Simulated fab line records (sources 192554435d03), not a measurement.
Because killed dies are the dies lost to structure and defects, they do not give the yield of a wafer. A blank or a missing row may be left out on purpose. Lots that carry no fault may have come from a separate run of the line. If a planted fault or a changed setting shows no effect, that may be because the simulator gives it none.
fab line records -- flow n5Finfet -- part 1 of 2: steps 1 to 18 of 29
[record] lots = 5, wafers = 15, lastDay = 15
route steps=1938 shown BEOL_M5@1121
lots that met no fault: taken from a fault-free run of the same line
startH: start of the lot's first displayed wafer, in hours after the record's first day -- waitH: hours elapsed since this lot's preceding step -- " unchanged from the row above -- L1.1+2: several wafers, shown together as one row -- - no value present, or no start provided -- * or withheld: withheld -- < > ~ a bound
route shown NAME@n: names a module that has steps shown in the file, with the first one's number in the route -- usual: the fault-free wafers' mean and standard deviation -- same: alike in all rows -- chamber/n: place in a boat -- sites: per-site readings -- _std_site: how widely they spread, as a standard deviation -- _edge_site: mean of outer sites minus mean of inner sites -- radiusMm: for every site, how far away it sits from the centre of the wafer -- mask NAME#n: copy n -- behind: the last tool/chamber to shape the wafer -- hold: cause of the lot's hold/its duration in hours/its outcome -- device: the transistor (n, p or np) that didn't switch -- end of line: the route-end tests of the same wafers -- for a step that has no rows: nothing shown but its recipe -- killed: dies that structure and defects cost at the first sort, which is not the same as the wafer's yield -- map: a wafer's dies, marking killed ones x, the rest . and places with no die _
set.NAME: the run value of the setting; set.NAME@STEP: its run value at that earlier step -- model.NAME: the simulator's own value behind a step, which no gauge read
lots at some steps of the route; a table a step, a row a wafer
services: when a tool's chamber went out of use (startH, in hours from the record's first day, below 0 if earlier), for how many hours, and the reason
[[steps]]
[step N5_BEOL_M5_EBR_07]
[recipe] solvent = PGMEA, ebrWidthMm = 1.5
[usual] resistLineTempC = 23.00/0.11
[same] ebrWidthMm = 1.5
lot.wafer,tool,chamber,startH,waitH,resistLineTempC
L078.1,lithoTrack-03,0,-,-,23.05
L078.5,lithoTrack-03,0,-,-,22.94
L078.6,lithoTrack-03,0,-,-,22.90
L080.1,lithoTrack-01,0,-,-,22.89
L080.3,lithoTrack-01,0,-,-,22.89
L080.5,lithoTrack-01,0,-,-,23.01
L079.2,lithoTrack-01,0,-,-,22.77
L079.5,lithoTrack-01,0,-,-,22.79
L079.6,lithoTrack-01,0,-,-,22.92
L082.2,lithoTrack-01,0,-,-,23.05
L082.3,lithoTrack-01,0,-,-,23.10
L082.6,lithoTrack-01,0,-,-,23.11
L092.1,lithoTrack-02,0,-,-,22.90
L092.5,lithoTrack-02,0,-,-,23.00
L092.6,lithoTrack-02,0,-,-,22.89
[step N5_BEOL_M5_SOFTBAKE_06]
[recipe] tempC = 110, timeS = 60, resist = CAR-EUV
[usual] resistLineTempC = 22.99/0.11
lot.wafer,tool,chamber,startH,waitH,resistLineTempC
L078.1,lithoTrack-03,0,-,-,23.04
L078.5,lithoTrack-03,0,-,-,22.97
L078.6,lithoTrack-03,0,-,-,22.89
L080.1,lithoTrack-01,0,-,-,23.03
L080.3,lithoTrack-01,0,-,-,22.87
L080.5,lithoTrack-01,0,-,-,22.82
L079.2,lithoTrack-01,0,-,-,23.12
L079.5,lithoTrack-01,0,-,-,23.14
L079.6,lithoTrack-01,0,-,-,23.14
L082.2,lithoTrack-01,0,-,-,23.14
L082.3,lithoTrack-01,0,-,-,23.06
L082.6,lithoTrack-01,0,-,-,23.13
L092.1,lithoTrack-02,0,-,-,23.03
L092.5,lithoTrack-02,0,-,-,23.08
L092.6,lithoTrack-02,0,-,-,23.00
[step N5_BEOL_M5_EXPOSE_08]
[recipe] maskId = M5, na = 0.33, sourceShape = annular, sigmaInner = 0.4, sigmaOuter = 0.8, polarization = unpolarized, targetCdNm = 28, doseMj = 35.75
[usual] stageMsdNm = 0.879/0.011
lot.wafer,tool,chamber,startH,waitH,mask,stageMsdNm
L078.1,euvScanner-01,0,202.63,-,M5#0,0.888
L078.5,euvScanner-01,0,202.63,-,M5#0,0.887
L078.6,euvScanner-01,0,202.63,-,M5#0,0.890
L080.1,euvScanner-01,0,202.67,-,M5#0,0.883
L080.3,euvScanner-01,0,202.67,-,M5#0,0.886
L080.5,euvScanner-01,0,202.67,-,M5#0,0.887
L079.2,euvScanner-01,0,202.72,-,M5#0,0.887
L079.5,euvScanner-01,0,202.72,-,M5#0,0.887
L079.6,euvScanner-01,0,202.72,-,M5#0,0.888
L082.2,euvScanner-02,0,221.75,-,M5#0,0.867
L082.3,euvScanner-02,0,221.75,-,M5#0,0.872
L082.6,euvScanner-02,0,221.75,-,M5#0,0.869
L092.1,euvScanner-01,0,276.71,-,M5#0,0.895
L092.5,euvScanner-01,0,276.71,-,M5#0,0.892
L092.6,euvScanner-01,0,276.71,-,M5#0,0.890
[step N5_BEOL_M5_PEB_09]
[recipe] pebTempC = 100, pebTimeS = 60, resist = CAR-EUV
[usual] resistLineTempC = 23.00/0.11
lot.wafer,tool,chamber,startH,waitH,resistLineTempC
L078.1,lithoTrack-03,0,202.69,0.1,22.89
L078.5,lithoTrack-03,0,202.69,0.1,22.87
L078.6,lithoTrack-03,0,202.69,0.1,22.71
L080.1,lithoTrack-02,0,202.73,0.1,22.92
L080.3,lithoTrack-02,0,202.73,0.1,22.95
L080.5,lithoTrack-02,0,202.73,0.1,22.82
L079.2,lithoTrack-01,0,202.78,0.0,23.09
L079.5,lithoTrack-01,0,202.78,0.0,23.00
L079.6,lithoTrack-01,0,202.78,0.0,23.04
L082.2,lithoTrack-03,0,221.80,0.0,23.12
L082.3,lithoTrack-03,0,221.80,0.0,22.87
L082.6,lithoTrack-03,0,221.80,0.0,23.13
L092.1,lithoTrack-03,0,276.77,0.1,22.96
L092.5,lithoTrack-03,0,276.77,0.1,22.90
L092.6,lithoTrack-03,0,276.77,0.1,22.88
[step N5_BEOL_M5_DEVELOP_10]
[recipe] developTimeS = 30, developer = TMAH, resist = CAR-EUV, rinseLiquid = surfactantRinse, dry = airSpin, devTempC = 23
[usual] resistLineTempC = 22.98/0.11
lot.wafer,tool,chamber,startH,waitH,resistLineTempC
L078.1,lithoTrack-03,0,-,-,22.81
L078.5,lithoTrack-03,0,-,-,22.95
L078.6,lithoTrack-03,0,-,-,23.08
L080.1,lithoTrack-02,0,-,-,23.04
L080.3,lithoTrack-02,0,-,-,22.92
L080.5,lithoTrack-02,0,-,-,22.86
L079.2,lithoTrack-01,0,-,-,22.98
L079.5,lithoTrack-01,0,-,-,23.14
L079.6,lithoTrack-01,0,-,-,23.05
L082.2,lithoTrack-03,0,-,-,22.99
L082.3,lithoTrack-03,0,-,-,23.01
L082.6,lithoTrack-03,0,-,-,23.04
L092.1,lithoTrack-03,0,-,-,23.04
L092.5,lithoTrack-03,0,-,-,23.08
L092.6,lithoTrack-03,0,-,-,23.03
[step N5_BEOL_M5_CD_MEAS_11]
[recipe] targetCdNm = 27.74, landingEnergyEv = 500, detector = seInlens
[usual] cdNm = 28.13/0.23
[same] landingEnergyEv = 500
lot.wafer,tool,chamber,startH,waitH,cdNm
L078.1,cdSem-03,0,202.75,-,28.37
L078.5,cdSem-03,0,202.75,-,27.98
L078.6,cdSem-03,0,202.75,-,28.36
L080.1,cdSem-02,0,202.80,-,28.51
L080.3,cdSem-02,0,202.80,-,28.39
L080.5,cdSem-02,0,202.80,-,28.14
L079.2,cdSem-01,0,202.84,-,28.20
L079.5,cdSem-01,0,202.84,-,28.23
L079.6,cdSem-01,0,202.84,-,27.96
L082.2,cdSem-03,0,221.87,-,28.36
L082.3,cdSem-03,0,221.87,-,28.16
L082.6,cdSem-03,0,221.87,-,28.30
L092.1,cdSem-01,0,276.84,-,27.90
L092.5,cdSem-01,0,276.84,-,28.08
L092.6,cdSem-01,0,276.84,-,28.51
[step N5_BEOL_M5_OVL_MEAS_12]
[recipe] pointsPerWafer = 522
[usual] M5_OVL = 0.5/0.65
lot.wafer,tool,chamber,startH,waitH,M5_OVL[nm]
L078.1,overlay-02,0,202.78,0.0,0.4
L078.5,overlay-02,0,202.78,0.0,-0.1
L078.6,overlay-02,0,202.78,0.0,-0.4
L080.1,overlay-01,0,202.83,0.0,0.7
L080.3,overlay-01,0,202.83,0.0,0.5
L080.5,overlay-01,0,202.83,0.0,0.4
L079.2,overlay-02,0,202.88,0.0,0.7
L079.5,overlay-02,0,202.88,0.0,1.5
L079.6,overlay-02,0,202.88,0.0,0.8
L082.2,overlay-02,0,221.91,0.0,0.9
L082.3,overlay-02,0,221.91,0.0,0.8
L082.6,overlay-02,0,221.91,0.0,0.7
L092.1,overlay-02,0,276.87,0.0,1.5
L092.5,overlay-02,0,276.87,0.0,0.6
L092.6,overlay-02,0,276.87,0.0,0.6
[step N5_BEOL_M5_INSPECT_13]
[recipe] mode = adi, inspectInstrument = brightfield
[usual] rawDefectCount = 420/95
lot.wafer,tool,chamber,startH,waitH,rawDefectCount
L078.1,defectInspect-01,-,202.84,0.1,499
L078.5,defectInspect-01,-,202.84,0.1,470
L078.6,defectInspect-01,-,202.84,0.1,455
L080.1,defectInspect-02,-,202.88,0.1,381
L080.3,defectInspect-02,-,202.88,0.1,403
L080.5,defectInspect-02,-,202.88,0.1,354
L079.2,defectInspect-01,-,202.93,0.0,533
L079.5,defectInspect-01,-,202.93,0.0,464
L079.6,defectInspect-01,-,202.93,0.0,449
L082.2,defectInspect-02,-,221.96,0.0,284
L082.3,defectInspect-02,-,221.96,0.0,370
L082.6,defectInspect-02,-,221.96,0.0,324
L092.1,defectInspect-02,-,276.92,0.1,366
L092.5,defectInspect-02,-,276.92,0.1,437
L092.6,defectInspect-02,-,276.92,0.1,537
[step N5_BEOL_M5_DESCUM_16]
[recipe] chemistry = O2, timeS = 7, sourcePowerW = 50, biasPowerW = 20, pressureMtorr = 20, rfFrequencyHz = 2.712e+07, tempC = 40, resist = CAR-EUV, o2FlowSccm = 225
[usual] drypumpMotorCurrentA = 5.8/0.39, o2FlowSccm = 225.0/0.67, oesProductAu = 0.76/0.08, rfVppV = 243.0/1.4, showerheadPlenumPTorr = 2.07/0.082, throttleValvePct = 20.51/0.28
lot.wafer,tool,chamber,startH,waitH,drypumpMotorCurrentA,o2FlowSccm,oesProductAu,rfHoursCounterH,rfVppV,showerheadPlenumPTorr,throttleValvePct
L078.1,rieDiel-01,3,202.89,0.0,5.6,225.7,0.71,198,245.2,2.18,20.73
L078.5,rieDiel-01,0,202.89,0.0,6.2,225.3,0.72,-,240.9,1.98,20.60
L078.6,rieDiel-01,1,202.89,0.0,6.1,224.9,0.71,-,244.0,2.06,20.63
L080.1,rieDiel-06,3,203.24,0.4,6.2,225.1,0.74,166,242.3,2.08,20.89
L080.3,rieDiel-06,1,203.24,0.4,5.2,225.2,0.70,233,242.7,2.06,20.24
L080.5,rieDiel-06,1,203.24,0.4,5.2,225.6,0.70,-,241.9,2.06,20.25
L079.2,rieDiel-06,1,203.47,0.5,5.2,225.3,0.70,233,242.4,2.06,20.23
L079.5,rieDiel-06,1,203.47,0.5,5.2,224.8,0.70,-,242.8,2.06,20.25
L079.6,rieDiel-06,3,203.47,0.5,6.2,224.1,0.75,-,242.2,2.08,20.86
L082.2,rieDiel-05,1,221.99,0.0,6.1,224.9,0.73,179,242.8,2.07,20.21
L082.3,rieDiel-05,3,221.99,0.0,6.2,225.1,0.67,225,244.1,2.16,20.67
L082.6,rieDiel-05,3,221.99,0.0,6.2,223.9,0.68,-,244.5,2.16,20.67
L092.1,rieDiel-05,2,276.99,0.1,6.2,226.1,0.98,1,244.8,2.24,19.93
L092.5,rieDiel-05,0,276.99,0.1,6.4,224.0,0.88,-,245.8,2.22,20.60
L092.6,rieDiel-05,1,276.99,0.1,6.1,225.3,0.71,-,242.7,2.07,20.23
[step N5_BEOL_M5_ETCH_72]
[recipe] chemistry = N2/H2, target = underlayer, targetDepthA = 65, maskMaterial = CAR-EUV, timeS = 5.2, ionEnergyEv = 200, pressureMtorr = 30, sourceW = 840, biasW = 150, n2FlowSccm = 200, h2FlowSccm = 200, ends = cleared
[usual] drypumpMotorCurrentA = 5.9/0.39, etchRfOnTimeS = 5.19/0.13, oesProductAu = 0.65/0.07, rfVppV = 523/3, showerheadPlenumPTorr = 2.52/0.099, throttleValvePct = 18.0/0.32
lot.wafer,tool,chamber,startH,waitH,drypumpMotorCurrentA,etchRfOnTimeS,oesProductAu,rfHoursCounterH,rfVppV,showerheadPlenumPTorr,throttleValvePct
L078.1,rieDiel-01,3,202.92,0.0,5.6,5.10,0.60,198,525,2.62,18.0
L078.5,rieDiel-01,0,202.92,0.0,6.2,5.21,0.60,-,520,2.41,18.1
L078.6,rieDiel-01,1,202.92,0.0,6.1,5.44,0.60,-,523,2.50,18.1
L080.1,rieDiel-06,3,203.28,0.0,6.2,5.25,0.63,166,523,2.53,18.4
L080.3,rieDiel-06,1,203.28,0.0,5.2,5.32,0.59,233,524,2.50,17.7
L080.5,rieDiel-06,1,203.28,0.0,5.2,5.34,0.60,-,522,2.50,17.7
L079.2,rieDiel-06,1,203.50,0.0,5.2,5.25,0.59,233,523,2.50,17.7
L079.5,rieDiel-06,1,203.50,0.0,5.2,5.25,0.60,-,524,2.50,17.7
L079.6,rieDiel-06,3,203.50,0.0,6.2,5.27,0.63,-,523,2.53,18.3
L082.2,rieDiel-05,1,222.03,0.0,6.0,5.07,0.63,179,523,2.52,17.6
L082.3,rieDiel-05,3,222.03,0.0,6.2,5.22,0.58,225,526,2.63,18.1
L082.6,rieDiel-05,3,222.03,0.0,6.1,5.19,0.59,-,526,2.63,18.1
L092.1,rieDiel-05,2,277.02,0.0,6.2,5.06,0.82,1,530,2.70,17.2
L092.5,rieDiel-05,0,277.02,0.0,6.4,5.18,0.77,-,530,2.72,18.1
L092.6,rieDiel-05,1,277.02,0.0,6.0,5.15,0.61,-,524,2.52,17.7
[step N5_BEOL_M5_ETCH_61]
[recipe] chemistry = CF4, target = SiARC, targetDepthA = 156, maskMaterial = CAR-EUV, timeS = 26, ionEnergyEv = 80, pressureMtorr = 40, sourceW = 545, biasW = 36, Ar_flow_sccm = 100, cf4FlowSccm = 100, ends = cleared
[usual] drypumpMotorCurrentA = 5.8/0.39, etchRfOnTimeS = 25.9/0.68, oesProductAu = 0.65/0.071, rfVppV = 183.9/1.3, showerheadPlenumPTorr = 2.12/0.079, throttleValvePct = 15.73/0.25
lot.wafer,tool,chamber,startH,waitH,drypumpMotorCurrentA,etchRfOnTimeS,oesProductAu,rfHoursCounterH,rfVppV,showerheadPlenumPTorr,throttleValvePct
L078.1,rieDiel-01,3,202.94,0.0,5.6,25.4,0.61,198,185.6,2.21,15.84
L078.5,rieDiel-01,0,202.94,0.0,6.2,26.2,0.61,-,183.2,2.03,15.72
L078.6,rieDiel-01,1,202.94,0.0,6.1,27.6,0.59,-,185.5,2.11,15.89
L080.1,rieDiel-06,3,203.29,0.0,6.2,26.5,0.63,166,183.8,2.13,16.01
L080.3,rieDiel-06,1,203.29,0.0,5.2,26.7,0.60,233,184.3,2.12,15.59
L080.5,rieDiel-06,1,203.29,0.0,5.2,26.5,0.60,-,183.5,2.12,15.60
L079.2,rieDiel-06,1,203.52,0.0,5.2,26.2,0.60,233,182.9,2.12,15.59
L079.5,rieDiel-06,1,203.52,0.0,5.2,25.8,0.61,-,183.2,2.12,15.57
L079.6,rieDiel-06,3,203.52,0.0,6.2,26.3,0.63,-,183.1,2.13,16.00
L082.2,rieDiel-05,1,222.04,0.0,6.0,25.0,0.64,179,184.7,2.14,15.52
L082.3,rieDiel-05,3,222.04,0.0,6.2,25.8,0.58,225,185.2,2.21,15.89
L082.6,rieDiel-05,3,222.04,0.0,6.2,25.6,0.59,-,185.5,2.21,15.88
L092.1,rieDiel-05,2,277.04,0.0,6.2,25.1,0.85,1,184.2,2.28,15.06
L092.5,rieDiel-05,0,277.04,0.0,6.4,25.9,0.76,-,186.1,2.27,15.75
L092.6,rieDiel-05,1,277.04,0.0,6.0,25.3,0.62,-,183.5,2.13,15.55
[step N5_BEOL_M5_ETCH_62]
[recipe] chemistry = N2/H2, target = SOC, targetDepthA = 750, overetchA = 150, maskMaterial = SiARC, tempC = 40, timeS = 112.5, ionEnergyEv = 200, pressureMtorr = 30, sourceW = 840, biasW = 150, n2FlowSccm = 200, h2FlowSccm = 200
[usual] drypumpMotorCurrentA = 5.8/0.39, oesProductAu = 0.60/0.059, rfVppV = 523.1/2.9, showerheadPlenumPTorr = 2.52/0.099, throttleValvePct = 18.0/0.32
lot.wafer,tool,chamber,startH,waitH,drypumpMotorCurrentA,oesProductAu,rfHoursCounterH,rfVppV,showerheadPlenumPTorr,throttleValvePct
L078.1,rieDiel-01,3,202.97,0.0,5.6,0.56,198,524.6,2.62,18.0
L078.5,rieDiel-01,0,202.97,0.0,6.2,0.56,-,520.9,2.41,18.0
L078.6,rieDiel-01,1,202.97,0.0,6.0,0.56,-,523.2,2.50,18.0
L080.1,rieDiel-06,3,203.32,0.0,6.2,0.58,166,523.3,2.53,18.3
L080.3,rieDiel-06,1,203.32,0.0,5.2,0.56,233,522.4,2.50,17.7
L080.5,rieDiel-06,1,203.32,0.0,5.2,0.56,-,522.5,2.50,17.6
L079.2,rieDiel-06,1,203.55,0.0,5.2,0.56,233,522.4,2.50,17.6
L079.5,rieDiel-06,1,203.55,0.0,5.2,0.56,-,522.7,2.50,17.7
L079.6,rieDiel-06,3,203.55,0.0,6.2,0.58,-,525.3,2.53,18.3
L082.2,rieDiel-05,1,222.07,0.0,6.0,0.58,179,523.4,2.52,17.6
L082.3,rieDiel-05,3,222.07,0.0,6.2,0.55,225,527.1,2.63,18.1
L082.6,rieDiel-05,3,222.07,0.0,6.2,0.54,-,526.1,2.63,18.1
L092.1,rieDiel-05,2,277.07,0.0,6.2,0.76,1,529.3,2.70,17.1
L092.5,rieDiel-05,0,277.07,0.0,6.4,0.71,-,528.6,2.72,18.0
L092.6,rieDiel-05,1,277.07,0.0,6.1,0.57,-,523.9,2.52,17.7
[step N5_BEOL_M5_STRIP_63]
[recipe] chemistry = N2/H2, tempC = 40, n2FlowSccm = 200, h2FlowSccm = 200, rfFrequencyHz = 6e+07
lot.wafer,tool,chamber,startH,waitH
L078.1+5+6,rieDiel-01,"3,0,1",203.08,0.1
L080.1+3+5,rieDiel-06,"3,1,1",203.43,0.1
L079.2+5+6,rieDiel-06,"1,1,3",203.66,0.1
L082.2+3+6,rieDiel-05,"1,3,3",222.18,0.1
L092.1+5+6,rieDiel-05,"2,0,1",277.18,0.1
[step N5_BEOL_M5_STRIP_73]
[recipe] chemistry = N2/H2, tempC = 40, n2FlowSccm = 200, h2FlowSccm = 200, rfFrequencyHz = 6e+07
lot.wafer,tool,chamber,startH,waitH
L078.1+5+6,rieDiel-01,"3,0,1",203.09,0.0
L080.1+3+5,rieDiel-06,"3,1,1",203.44,0.0
L079.2+5+6,rieDiel-06,"1,1,3",203.67,0.0
L082.2+3+6,rieDiel-05,"1,3,3",222.19,0.0
L092.1+5+6,rieDiel-05,"2,0,1",277.19,0.0
[step N5_BEOL_M5_STRIP_64]
[recipe] chemistry = CF4, resist = SiARC, powerW = 300, biasPowerW = 75, pressureMtorr = 50, cf4FlowSccm = 150, rfFrequencyHz = 6e+07
[usual] drypumpMotorCurrentA = 5.8/0.39, oesProductAu = 0.75/0.074, rfVppV = 271.0/1.6, showerheadPlenumPTorr = 1.78/0.066, throttleValvePct = 13.72/0.25
lot.wafer,tool,chamber,startH,waitH,drypumpMotorCurrentA,oesProductAu,rfHoursCounterH,rfVppV,showerheadPlenumPTorr,throttleValvePct
L078.1,rieDiel-01,3,203.10,0.0,5.6,0.70,198,272.9,1.84,13.79
L078.5,rieDiel-01,0,203.10,0.0,6.2,0.70,-,270.1,1.70,13.70
L078.6,rieDiel-01,1,203.10,0.0,6.1,0.71,-,270.8,1.77,13.87
L080.1,rieDiel-06,3,203.45,0.0,6.2,0.74,166,271.2,1.79,13.97
L080.3,rieDiel-06,1,203.45,0.0,5.2,0.71,233,269.4,1.79,13.67
L080.5,rieDiel-06,1,203.45,0.0,5.2,0.70,-,271.2,1.79,13.67
L079.2,rieDiel-06,1,203.68,0.0,5.2,0.70,233,270.9,1.79,13.67
L079.5,rieDiel-06,1,203.68,0.0,5.2,0.70,-,270.8,1.79,13.66
L079.6,rieDiel-06,3,203.68,0.0,6.2,0.73,-,271.5,1.79,13.96
L082.2,rieDiel-05,1,222.20,0.0,6.0,0.73,179,271.6,1.79,13.53
L082.3,rieDiel-05,3,222.20,0.0,6.1,0.67,225,273.9,1.85,13.87
L082.6,rieDiel-05,3,222.20,0.0,6.2,0.68,-,272.9,1.85,13.89
L092.1,rieDiel-05,2,277.20,0.0,6.2,0.94,1,274.5,1.91,13.02
L092.5,rieDiel-05,0,277.20,0.0,6.4,0.89,-,275.2,1.91,13.71
L092.6,rieDiel-05,1,277.20,0.0,6.0,0.71,-,270.6,1.78,13.57
[step N5_BEOL_M5_HM_OPEN_17]
[recipe] chemistry = Cl2/BCl3, targetDepthA = 200, overetchA = 60, target = TiN, maskMaterial = SOC, ionEnergyEv = 150, pressureMtorr = 10, icpW = 1000, biasW = 126, Cl2_flow_sccm = 53.25, bcl3FlowSccm = 21.75, Ar_flow_sccm = 25
[usual] drypumpMotorCurrentA = 5.8/0.39, oesProductAu = 0.64/0.044, throttleValvePct = 22.39/0.094
lot.wafer,tool,chamber,startH,waitH,drypumpMotorCurrentA,oesProductAu,rfHoursCounterH,throttleValvePct
L078.1,rieMetal-01,1,203.14,0.0,6.2,0.67,35,22.42
L078.5,rieMetal-01,1,203.14,0.0,6.2,0.68,-,22.43
L078.6,rieMetal-01,0,203.14,0.0,5.5,0.63,-,22.44
L080.1,rieMetal-01,0,203.49,0.0,5.5,0.63,55,22.41
L080.3,rieMetal-01,1,203.49,0.0,6.1,0.68,-,22.43
L080.5,rieMetal-01,1,203.49,0.0,6.1,0.68,-,22.42
L079.2,rieMetal-03,0,203.72,0.0,6.4,0.56,100,22.34
L079.5,rieMetal-03,1,203.72,0.0,6.0,0.66,-,22.43
L079.6,rieMetal-03,0,203.72,0.0,6.4,0.56,-,22.35
L082.2,rieMetal-01,0,222.24,0.0,5.4,0.63,56,22.44
L082.3,rieMetal-01,1,222.24,0.0,6.1,0.68,-,22.43
L082.6,rieMetal-01,0,222.24,0.0,5.5,0.63,-,22.41
L092.1,rieMetal-03,0,277.24,0.0,6.4,0.56,107,22.35
L092.5,rieMetal-03,0,277.24,0.0,6.4,0.55,-,22.36
L092.6,rieMetal-03,1,277.24,0.0,6.0,0.64,-,22.43
[step N5_BEOL_M5_STRIP_19]
[recipe] chemistry = O2, powerW = 400, tempC = 40, pressureMtorr = 30, rfFrequencyHz = 6e+07, biasPowerW = 0, overashFraction = 0.2, o2FlowSccm = 225
[usual] drypumpMotorCurrentA = 5.9/0.38, o2FlowSccm = 225.0/0.75, oesProductAu = 0.76/0.088, rfVppV = 3.7/0.47, showerheadPlenumPTorr = 2.08/0.09, throttleValvePct = 16.75/0.24
[same] overashFraction = 0.2
lot.wafer,tool,chamber,startH,waitH,drypumpMotorCurrentA,o2FlowSccm,oesProductAu,rfHoursCounterH,rfVppV,showerheadPlenumPTorr,throttleValvePct
L078.1,rieDiel-05,2,203.28,0.1,6.2,225.5,0.68,235,3.5,1.99,16.53
L078.5,rieDiel-05,3,203.28,0.1,6.1,225.1,0.68,-,3.3,2.17,16.95
L078.6,rieDiel-05,2,203.28,0.1,6.2,224.4,0.68,-,4.2,1.98,16.51
L080.1,rieDiel-01,2,203.63,0.1,5.2,224.7,0.89,21,3.5,2.06,16.54
L080.3,rieDiel-01,3,203.63,0.1,5.6,224.7,0.70,199,2.9,2.18,16.95
L080.5,rieDiel-01,3,203.63,0.1,5.6,225.7,0.71,-,3.3,2.18,16.95
L079.2,rieDiel-06,3,203.83,0.1,6.2,225.0,0.74,166,3.2,2.09,17.09
L079.5,rieDiel-06,1,203.83,0.1,5.2,224.5,0.70,-,3.2,2.07,16.58
L079.6,rieDiel-06,0,203.83,0.1,5.7,224.6,0.74,-,3.2,2.07,16.71
L082.2,rieDiel-05,0,222.35,0.1,6.4,225.2,0.94,5,2.7,2.23,16.72
L082.3,rieDiel-05,2,222.35,0.1,6.2,226.3,0.68,242,3.3,1.98,16.53
L082.6,rieDiel-05,3,222.35,0.1,6.1,226.8,0.67,-,2.8,2.17,16.95
L092.1,rieDiel-05,1,277.38,0.1,6.0,225.2,0.72,196,3.0,2.07,16.55
L092.5,rieDiel-05,0,277.38,0.1,6.4,223.6,0.89,-,4.0,2.22,16.76
L092.6,rieDiel-05,1,277.38,0.1,6.0,226.4,0.73,-,3.8,2.07,16.54
[step N5_BEOL_M5_CD_MEAS_18]
[recipe] pitchNm = 56, targetCdNm = 28
[usual] cdNm = 28.2/0.3
lot.wafer,tool,chamber,startH,waitH,cdNm
L078.1,cdSem-03,-,203.37,0.1,28.5
L078.5,cdSem-03,-,203.37,0.1,27.9
L078.6,cdSem-03,-,203.37,0.1,28.3
L080.1,cdSem-02,-,203.70,0.0,27.8
L080.3,cdSem-02,-,203.70,0.0,28.1
L080.5,cdSem-02,-,203.70,0.0,28.2
L079.2,cdSem-03,-,203.90,0.1,28.1
L079.5,cdSem-03,-,203.90,0.1,28.1
L079.6,cdSem-03,-,203.90,0.1,27.8
L082.2,cdSem-01,-,222.42,0.1,28.6
L082.3,cdSem-01,-,222.42,0.1,28.1
L082.6,cdSem-01,-,222.42,0.1,28.6
L092.1,cdSem-03,-,277.45,0.0,27.7
L092.5,cdSem-03,-,277.45,0.0,28.5
L092.6,cdSem-03,-,277.45,0.0,28.3
